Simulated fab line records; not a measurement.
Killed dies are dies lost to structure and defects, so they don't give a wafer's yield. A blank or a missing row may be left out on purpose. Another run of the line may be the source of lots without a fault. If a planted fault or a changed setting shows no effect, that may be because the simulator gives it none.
What tool caused it? / flow nandHarc / 18 wafers sampled from 6 lots at 1 step of a route of 1302

== WHAT EACH GAUGE READ, for each wafer ==
NHARC_A_ONON_D1_THK_MEAS_18: measures by ellipsometry.
lot=L940; measured=day 9 15:31; on=filmMetro-01; thkNm (nm)=975 973 976
lot=L942; measured=day 10 21:02; on=filmMetro-02; thkNm (nm)=980 980 980
lot=L951; measured=day 14 12:55; on=filmMetro-02; thkNm (nm)=1005 1005 1007
lot=L952; measured=day 14 22:08; on=filmMetro-02; thkNm (nm)=987 989 989
lot=L955; measured=day 16 09:51; on=filmMetro-02; thkNm (nm)=1006 1003 1003
lot=L958; measured=day 17 03:57; on=filmMetro-01; thkNm (nm)=996 994 994

== WHAT TOOL EACH LOT RAN ON (gives the tool, then ch and the chambers of the sampled wafers, and finally the start) ==
Record: no process step prior to these readings.

== THE ANSWER, worked out from the rows above alone ==
Rule: the lots themselves supply what counts as usual. The widest of any qualifying gaps counts: lots, ordered by their means at a reading, are off when they make up no more than a third of the lots, leave a main group of 4 or more, and stand apart from it by 3 or more times the standard deviation of that group's means. The tables above print the reading to a certain number of digits; a main group whose means all agree to those digits is not used. Also off: a lot with no number at a reading for which 4 or more lots have one. Where the step has rows for the other lots, those lots are counted as sound.
Nothing can be told from this: no lot is off at any reading shown.

== WHAT THE SIMULATOR HAD PUT IN ==
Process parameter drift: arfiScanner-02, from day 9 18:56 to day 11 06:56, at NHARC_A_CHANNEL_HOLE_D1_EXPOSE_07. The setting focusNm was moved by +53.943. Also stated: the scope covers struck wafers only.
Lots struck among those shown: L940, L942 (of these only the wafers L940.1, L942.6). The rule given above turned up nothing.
